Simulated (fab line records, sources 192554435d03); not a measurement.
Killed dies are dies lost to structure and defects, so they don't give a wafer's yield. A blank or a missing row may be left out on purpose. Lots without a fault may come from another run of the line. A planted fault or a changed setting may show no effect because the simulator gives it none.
Chamber matching | flow n5_finfet | N5_WELL_APT_DESCUM_30 on rie_diel-06: 4 sister chambers
The step chemistry O2, time 7.9 s. 4 wafers are shown with their chamber, then 9 later ones without.

WAFERS WITH THEIR CHAMBER
wafer  | chamber | throttle_valve_pct (%)
L511.2 | 3       | 20.9
L515.1 | 0       | 20.0
L515.4 | 2       | 20.3
L515.6 | 1       | 20.7

WAFERS WITHOUT THEIR CHAMBER
wafer  | throttle_valve_pct (%)
L519.2 | 20.8
L519.4 | 20.9
L519.6 | 20.9
L521.1 | 20.9
L521.3 | 20.3
L521.6 | 20.3
L522.1 | 20.0
L522.3 | 20.8
L522.4 | 20.0

WHICH CHAMBER EACH WENT THROUGH
wafer  | from the rows above     | in truth
L519.2 | can't be placed: 3 or 1 | 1
L519.4 | 3                       | 3
L519.6 | 3                       | 3
L521.1 | 3                       | 3
L521.3 | 2                       | 2
L521.6 | 2                       | 2
L522.1 | 0                       | 0
L522.3 | can't be placed: 3 or 1 | 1
L522.4 | 0                       | 0
Placed correctly: 7 of 9. Can't be placed from these rows: 2 (the true chamber is among the candidates in 2). Placed wrongly: 0.
How it was worked out, from the rows above alone: a wafer's distance from a chamber is the root of the sum, over the readings, of the square of ((its reading less the chamber's mean) divided by the reading's scatter). The wafer belongs to the nearest chamber; if the next one is less than 2 further off, it can't be placed. A chamber's mean is the mean of its shown wafers. The scatter: with one shown wafer a chamber, the root of the mean of the squares of how far each hidden wafer lies from its nearest shown one.
